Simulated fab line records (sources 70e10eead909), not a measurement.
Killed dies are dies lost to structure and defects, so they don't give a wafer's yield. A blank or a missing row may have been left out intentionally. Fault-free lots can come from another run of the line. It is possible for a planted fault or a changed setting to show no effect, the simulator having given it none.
Which of the tools did it? ; flow nand_harc ; 24 lots with 72 wafers sampled at 6 steps, on a route of 1302 steps

## WHAT EACH GAUGE READ, for each wafer
NHARC_A_M0_INSPECT_11. Usual: raw_defect_count reads 84 (standard deviation 37).
lot;measured;on;raw_defect_count;flag
L074;day 22 22:30;defect_inspect-02;25 14 22;
L075;day 22 23:29;defect_inspect-02;123 165 148;
L077;day 23 18:10;defect_inspect-02;111 112 107;
L076;day 23 18:44;defect_inspect-02;74 73 72;
L078;day 24 00:56;defect_inspect-02;69 74 63;
L079;day 24 10:54;defect_inspect-02;124 133 137;
L080;day 25 06:01;defect_inspect-02;59 65 73;
L081;day 25 07:09;defect_inspect-01;87 66 71;
L082;day 25 21:24;defect_inspect-01;28 38 22;
L083;day 26 08:44;defect_inspect-01;143 126 138;
L084;day 27 08:29;defect_inspect-01;79 54 64;
L085;day 27 10:10;defect_inspect-01;103 117 123;
L086;day 27 11:50;defect_inspect-02;39 44 56;
L087;day 27 23:33;defect_inspect-01;77 84 66;
L089;day 28 17:29;defect_inspect-02;67 112 113;
L088;day 29 02:07;defect_inspect-01;151 146 157;
L091;day 29 08:32;defect_inspect-01;71 81 89;
L090;day 30 03:46;defect_inspect-02;99 120 121;
L092;day 30 13:00;defect_inspect-01;63 71 70;
L095;day 30 21:57;defect_inspect-01;38 40 35;
L094;day 31 03:09;defect_inspect-01;103 114 95;
L093;day 31 02:43;defect_inspect-01;86 105 74;
L096;day 31 11:32;defect_inspect-02;70 86 81;
L097;day 32 08:51;defect_inspect-01;29 30 25;

## WHAT TOOL EACH LOT RAN ON (gives the tool, then ch and the chambers of the sampled wafers, and finally the start)
lot;NHARC_A_CONTACT_ETCH_127;NHARC_A_CONTACT_ETCH_89;NHARC_A_CONTACT_ETCH_135;NHARC_A_BLC_DESCUM_15;NHARC_A_BLC_ETCH_17
L074;har_cap_etch-03 ch 0,1, day 22 03:16;rie_diel-10 ch 1,2, day 22 13:29 or earlier;har_cap_etch-01 ch 0,1, day 22 13:29;rie_diel-12 ch 0,3, day 22 18:30;rie_diel-12 ch 0,2,3, day 22 22:30 or earlier
L075;har_cap_etch-02 ch 1, day 22 04:59;rie_diel-01 ch 2,3, day 22 14:47 or earlier;har_cap_etch-02 ch 0,1, day 22 14:47;rie_diel-12 ch 0,1,2, day 22 19:37;rie_diel-12 ch 0,1,3, day 22 23:29 or earlier
L077;har_cap_etch-03 ch 0,1, day 23 01:16;rie_diel-01 ch 1,2,3, day 23 09:05 or earlier;har_cap_etch-01 ch 0,1, day 23 09:05;rie_diel-13 ch 0,1,3, day 23 14:09;rie_diel-13 ch 0,1,2, day 23 18:10 or earlier
L076;har_cap_etch-01 ch 0,1, day 23 02:00;rie_diel-10 ch 0,1,3, day 23 09:45 or earlier;har_cap_etch-02 ch 0,1, day 23 09:45;rie_diel-05 ch 0,2,3, day 23 14:45;rie_diel-05 ch 0,1,2, day 23 18:44 or earlier
L078;har_cap_etch-03 ch 0,1, day 23 08:47;rie_diel-03 ch 1,2, day 23 16:06 or earlier;har_cap_etch-01 ch 0,1, day 23 16:06;rie_diel-12 ch 0,2,3, day 23 20:58;rie_diel-12 ch 0,3, day 24 00:56 or earlier
L079;har_cap_etch-03 ch 0,1, day 23 17:41;rie_diel-10 ch 0,3, day 24 01:26 or earlier;har_cap_etch-03 ch 0,1, day 24 01:26;rie_diel-12 ch 0,2, day 24 06:43;rie_diel-12 ch 0,2, day 24 10:54 or earlier
L080;har_cap_etch-03 ch 0,1, day 24 11:02;rie_diel-03 ch 1,3, day 24 21:04 or earlier;har_cap_etch-03 ch 0,1, day 24 21:04;rie_diel-13 ch 0,1, day 25 02:04;rie_diel-13 ch 0,1,2, day 25 06:01 or earlier
L081;har_cap_etch-02 ch 0, day 24 12:26;rie_diel-03 ch 0,1, day 24 22:22 or earlier;har_cap_etch-02 ch 0,1, day 24 22:22;rie_diel-13 ch 0,2, day 25 03:10;rie_diel-13 ch 1,2, day 25 07:09 or earlier
L082;har_cap_etch-01 ch 0,1, day 25 04:46;rie_diel-03 ch 0,1,3, day 25 12:25 or earlier;har_cap_etch-02 ch 0,1, day 25 12:25;rie_diel-13 ch 1,2,3, day 25 17:26;rie_diel-13 ch 0,1,3, day 25 21:24 or earlier
L083;har_cap_etch-01 ch 0,1, day 25 16:47;rie_diel-01 ch 1,2, day 25 23:53 or earlier;har_cap_etch-02 ch 0,1, day 25 23:53;rie_diel-12 ch 0,1,3, day 26 04:47;rie_diel-12 ch 0,1,3, day 26 08:44 or earlier
L084;har_cap_etch-03 ch 0,1, day 26 09:51;rie_diel-03 ch 0,1,3, day 26 23:27 or earlier;har_cap_etch-01 ch 0,1, day 26 23:27;rie_diel-13 ch 1,2,3, day 27 04:34;rie_diel-13 ch 0,1, day 27 08:29 or earlier
L085;har_cap_etch-01 ch 0, day 26 15:04;rie_diel-01 ch 0,2, day 27 01:10 or earlier;har_cap_etch-02 ch 1, day 27 01:10;rie_diel-13 ch 2,3, day 27 06:12;rie_diel-13 ch 0,2,3, day 27 10:10 or earlier
L086;har_cap_etch-02 ch 0,1, day 26 15:32;rie_diel-03 ch 0,1,3, day 27 02:59 or earlier;har_cap_etch-03 ch 0,1, day 27 02:59;rie_diel-12 ch 0,1,3, day 27 07:58;rie_diel-12 ch 0,1,3, day 27 11:50 or earlier
L087;har_cap_etch-01 ch 0,1, day 27 07:38;rie_diel-10 ch 0,1,3, day 27 14:38 or earlier;har_cap_etch-03 ch 0,1, day 27 14:38;rie_diel-13 ch 0,3, day 27 19:40;rie_diel-13 ch 0,1,3, day 27 23:33 or earlier
L089;har_cap_etch-02 ch 0,1, day 27 19:31;rie_diel-01 ch 1,2, day 28 08:33 or earlier;har_cap_etch-02 ch 0,1, day 28 08:33;rie_diel-12 ch 2,3, day 28 13:31;rie_diel-12 ch 0,1,3, day 28 17:29 or earlier
L088;har_cap_etch-01 ch 0,1, day 28 07:50;rie_diel-03 ch 0,2,3, day 28 17:23 or earlier;har_cap_etch-01 ch 0,1, day 28 17:23;rie_diel-12 ch 0,2,3, day 28 22:13;rie_diel-12 ch 0,2,3, day 29 02:07 or earlier
L091;har_cap_etch-03 ch 0,1, day 28 16:12;rie_diel-03 ch 0,2,3, day 28 23:08 or earlier;har_cap_etch-03 ch 0,1, day 28 23:08;rie_diel-12 ch 1,2,3, day 29 04:38;rie_diel-12 ch 2,3, day 29 08:32 or earlier
L090;har_cap_etch-02 ch 0,1, day 29 04:54;rie_diel-10 ch 0,1,3, day 29 18:20 or earlier;har_cap_etch-01 ch 0,1, day 29 18:20;rie_diel-12 ch 2,3, day 29 23:21;rie_diel-12 ch 1,3, day 30 03:46 or earlier
L092;har_cap_etch-02 ch 0,1, day 29 20:04;rie_diel-01 ch 0,2,3, day 30 03:58 or earlier;har_cap_etch-03 ch 0,1, day 30 03:58;rie_diel-12 ch 0,2,3, day 30 08:58;rie_diel-12 ch 1,2,3, day 30 13:00 or earlier
L095;har_cap_etch-02 ch 0,1, day 30 04:18;rie_diel-01 ch 0,2, day 30 12:43 or earlier;har_cap_etch-01 ch 0,1, day 30 12:43;rie_diel-12 ch 2,3, day 30 17:57;rie_diel-12 ch 1,3, day 30 21:57 or earlier
L094;har_cap_etch-03 ch 0, day 30 09:43;rie_diel-01 ch 1,3, day 30 17:51 or earlier;har_cap_etch-01 ch 0,1, day 30 17:51;rie_diel-13 ch 1,2,3, day 30 22:58;rie_diel-13 ch 1,2, day 31 03:09 or earlier
L093;har_cap_etch-02 ch 0,1, day 30 10:22;rie_diel-03 ch 1,2, day 30 17:38 or earlier;har_cap_etch-02 ch 0,1, day 30 17:38;rie_diel-12 ch 1,2,3, day 30 22:47;rie_diel-12 ch 1,2,3, day 31 02:43 or earlier
L096;har_cap_etch-03 ch 0,1, day 30 16:53;rie_diel-01 ch 0,1,2, day 31 01:41 or earlier;har_cap_etch-01 ch 0,1, day 31 01:41;rie_diel-13 ch 0,2, day 31 07:09;rie_diel-13 ch 0,2, day 31 11:32 or earlier
L097;har_cap_etch-03 ch 0,1, day 31 12:14;rie_diel-10 ch 0,2,3, day 31 23:51 or earlier;har_cap_etch-01 ch 0,1, day 31 23:51;rie_diel-12 ch 0,1,2, day 32 04:52;rie_diel-12 ch 1,2,3, day 32 08:51 or earlier
- NHARC_A_CONTACT_ETCH_127: etches the open film in C4F8/O2/Ar, time 197 s, target depth 1918 nm.
- NHARC_A_CONTACT_ETCH_89: etches the open film in N2/H2, target depth 260 nm, time 475.3 s.
- NHARC_A_CONTACT_ETCH_135: etches the open film in C4F8/O2/Ar, time 311 s, target depth 1912 nm.
- NHARC_A_BLC_DESCUM_15: chemistry O2, time 3 s.
- NHARC_A_BLC_ETCH_17: etches the open film in N2/H2, target depth 390 nm, time 609.38 s.

## WHAT THE TOOLS THEMSELVES READ (means of the sampled wafers that have a number; where no wafer has one, the mark that the record gives instead)
NHARC_A_CONTACT_ETCH_89. Usual: drypump_motor_current_A 5.9 A, standard deviation 0.36; mfc_ar_sccm 0.014 sccm, standard deviation 0.015; oes_product_au 1.001 a.u., standard deviation 0.0078; rf_vpp_V 430.7 V, standard deviation 2.7; showerhead_plenum_p_Torr 2.05 Torr, standard deviation 0.091; throttle_valve_pct 14.171 %, standard deviation 0.0092.
lot;tool;drypump_motor_current_A (A);mfc_ar_sccm (sccm);oes_product_au (a.u.);rf_vpp_V (V);showerhead_plenum_p_Torr (Torr);throttle_valve_pct (%);flag
L074;rie_diel-10;6.0;0.007;1.002;433.0;2.13;14.164;
L075;rie_diel-01;5.6;0.022;1.009;431.1;2.05;14.175;
L077;rie_diel-01;5.8;0.019;1.003;432.3;2.09;14.173;
L076;rie_diel-10;5.8;0.002;0.999;430.0;2.03;14.171;
L078;rie_diel-03;6.1;0.000;0.993;429.8;1.98;14.160;
L079;rie_diel-10;5.3;0.003;1.010;430.3;2.02;14.176;
L080;rie_diel-03;6.2;0.009;0.989;433.4;2.15;14.172;
L081;rie_diel-03;5.9;0.021;0.998;428.5;1.98;14.175;
L082;rie_diel-03;6.1;0.015;0.991;430.4;2.06;14.166;
L083;rie_diel-01;5.7;0.007;1.005;431.2;2.07;14.174;
L084;rie_diel-03;6.1;0.015;0.993;430.5;2.06;14.166;
L085;rie_diel-01;5.4;0.025;0.996;430.2;2.04;14.169;
L086;rie_diel-03;6.1;0.015;1.000;431.6;2.06;14.175;
L087;rie_diel-10;5.7;0.002;1.009;429.9;2.01;14.163;
L089;rie_diel-01;5.7;0.007;1.000;431.5;2.07;14.173;
L088;rie_diel-03;6.0;0.015;1.001;429.0;1.98;14.164;
L091;rie_diel-03;6.0;0.015;1.000;429.2;1.98;14.170;
L090;rie_diel-10;5.8;0.002;1.013;429.8;2.01;14.164;
L092;rie_diel-01;5.6;0.029;0.997;430.4;2.03;14.183;
L095;rie_diel-01;5.5;0.018;0.998;430.7;2.03;14.172;
L094;rie_diel-01;6.0;0.030;1.011;431.6;2.07;14.174;
L093;rie_diel-03;6.3;0.000;0.999;431.2;2.06;14.167;
L096;rie_diel-01;5.7;0.014;0.994;431.9;2.07;14.169;
L097;rie_diel-10;5.6;0.006;0.999;431.0;2.03;14.162;

NHARC_A_BLC_DESCUM_15. Usual: drypump_motor_current_A 5.7 A, standard deviation 0.56; mfc_ar_sccm 0.002 sccm, standard deviation 0.0074; oes_product_au 0.999 a.u., standard deviation 0.0076; rf_vpp_V 57.6 V, standard deviation 0.98; showerhead_plenum_p_Torr 1.87 Torr, standard deviation 0.055; throttle_valve_pct 11.312 %, standard deviation 0.0087.
lot;tool;drypump_motor_current_A (A);mfc_ar_sccm (sccm);oes_product_au (a.u.);rf_vpp_V (V);showerhead_plenum_p_Torr (Torr);throttle_valve_pct (%);flag
L074;rie_diel-12;6.3;0.000;0.998;57.7;1.94;11.316;
L075;rie_diel-12;5.8;0.000;0.998;58.2;1.91;11.306;
L077;rie_diel-13;5.5;0.000;0.996;56.9;1.85;11.312;
L076;rie_diel-05;5.2;0.014;1.006;58.0;1.93;11.314;
L078;rie_diel-12;6.1;0.000;0.995;58.1;1.90;11.305;
L079;rie_diel-12;6.0;0.000;1.001;57.4;1.90;11.311;
L080;rie_diel-13;6.1;0.000;1.001;57.6;1.85;11.312;
L081;rie_diel-13;6.2;0.008;0.994;57.3;1.83;11.311;
L082;rie_diel-13;5.3;0.008;1.000;57.4;1.86;11.316;
L083;rie_diel-12;5.9;0.000;0.998;58.0;1.90;11.306;
L084;rie_diel-13;5.3;0.008;1.008;57.5;1.86;11.322;
L085;rie_diel-13;5.4;0.017;1.012;57.7;1.84;11.316;
L086;rie_diel-12;5.9;0.000;0.994;57.6;1.90;11.312;
L087;rie_diel-13;6.0;0.000;0.995;56.2;1.81;11.313;
L089;rie_diel-12;6.0;0.000;0.997;58.2;1.85;11.320;
L088;rie_diel-12;6.1;0.000;0.994;58.5;1.90;11.310;
L091;rie_diel-12;5.6;0.000;0.999;57.1;1.86;11.318;
L090;rie_diel-12;5.8;0.000;0.990;57.5;1.85;11.309;
L092;rie_diel-12;6.1;0.000;0.988;58.0;1.89;11.308;
L095;rie_diel-12;5.8;0.000;0.998;58.3;1.85;11.312;
L094;rie_diel-13;5.3;0.008;1.001;57.5;1.86;11.311;
L093;rie_diel-12;5.6;0.000;0.999;56.4;1.86;11.307;
L096;rie_diel-13;6.0;0.017;0.995;56.7;1.84;11.316;
L097;rie_diel-12;5.8;0.000;0.993;57.3;1.90;11.314;

NHARC_A_BLC_ETCH_17. Usual: drypump_motor_current_A 5.7 A, standard deviation 0.54; mfc_ar_sccm 0.003 sccm, standard deviation 0.0083; oes_product_au 1.000 a.u., standard deviation 0.0079; rf_vpp_V 429.4 V, standard deviation 1.9; showerhead_plenum_p_Torr 2.00 Torr, standard deviation 0.061; throttle_valve_pct 14.171 %, standard deviation 0.0091.
lot;tool;drypump_motor_current_A (A);mfc_ar_sccm (sccm);oes_product_au (a.u.);rf_vpp_V (V);showerhead_plenum_p_Torr (Torr);throttle_valve_pct (%);flag
L074;rie_diel-12;6.1;0.000;0.997;429.9;2.02;14.169;
L075;rie_diel-12;5.9;0.000;1.001;429.7;2.03;14.163;
L077;rie_diel-13;5.8;0.008;1.003;428.9;1.99;14.174;
L076;rie_diel-05;5.4;0.011;1.002;430.0;2.04;14.161;
L078;rie_diel-12;6.4;0.000;0.993;430.6;2.06;14.172;
L079;rie_diel-12;6.0;0.000;0.997;429.7;2.02;14.164;
L080;rie_diel-13;5.8;0.008;1.003;429.0;1.99;14.165;
L081;rie_diel-13;5.5;0.017;1.004;429.3;2.00;14.168;
L082;rie_diel-13;5.6;0.000;1.003;429.0;1.97;14.168;
L083;rie_diel-12;5.9;0.000;0.999;430.0;2.03;14.177;
L084;rie_diel-13;5.6;0.000;1.003;430.0;2.01;14.172;
L085;rie_diel-13;5.7;0.008;1.004;427.3;1.95;14.171;
L086;rie_diel-12;5.9;0.000;0.998;430.5;2.03;14.172;
L087;rie_diel-13;5.5;0.000;1.002;427.6;1.97;14.168;
L089;rie_diel-12;5.9;0.000;0.992;430.6;2.03;14.166;
L088;rie_diel-12;6.1;0.000;0.989;429.7;2.02;14.168;
L091;rie_diel-12;5.9;0.000;1.008;428.7;1.97;14.171;
L090;rie_diel-12;5.4;0.000;1.002;428.8;1.99;14.180;
L092;rie_diel-12;5.6;0.000;1.001;429.0;1.98;14.170;
L095;rie_diel-12;5.8;0.000;0.996;429.6;1.98;14.175;
L094;rie_diel-13;5.4;0.008;1.011;430.4;2.02;14.172;
L093;rie_diel-12;5.6;0.000;0.997;429.1;1.98;14.170;
L096;rie_diel-13;6.2;0.008;1.003;427.9;1.95;14.171;
L097;rie_diel-12;5.6;0.000;1.004;429.4;1.98;14.171;

## THE ANSWER, worked out from the rows above alone
Rule: a lot counts as off when the mean over its wafers that have a number is more than 3 standard deviations away from the usual mean. Also off: a lot with no number at a reading for which 4 or more lots have one. All remaining lots with rows at the step are treated as sound. The gauges are gone through in route order, then the tools' own readings, and for those a lot's mean is taken as printed above. At the first step where some lot is off, the reading lying furthest off is the one used; lots without a number count as furthest.
Nothing can be told from this: no lot is off at any reading shown.

## WHAT WAS PUT IN BY THE SIMULATOR
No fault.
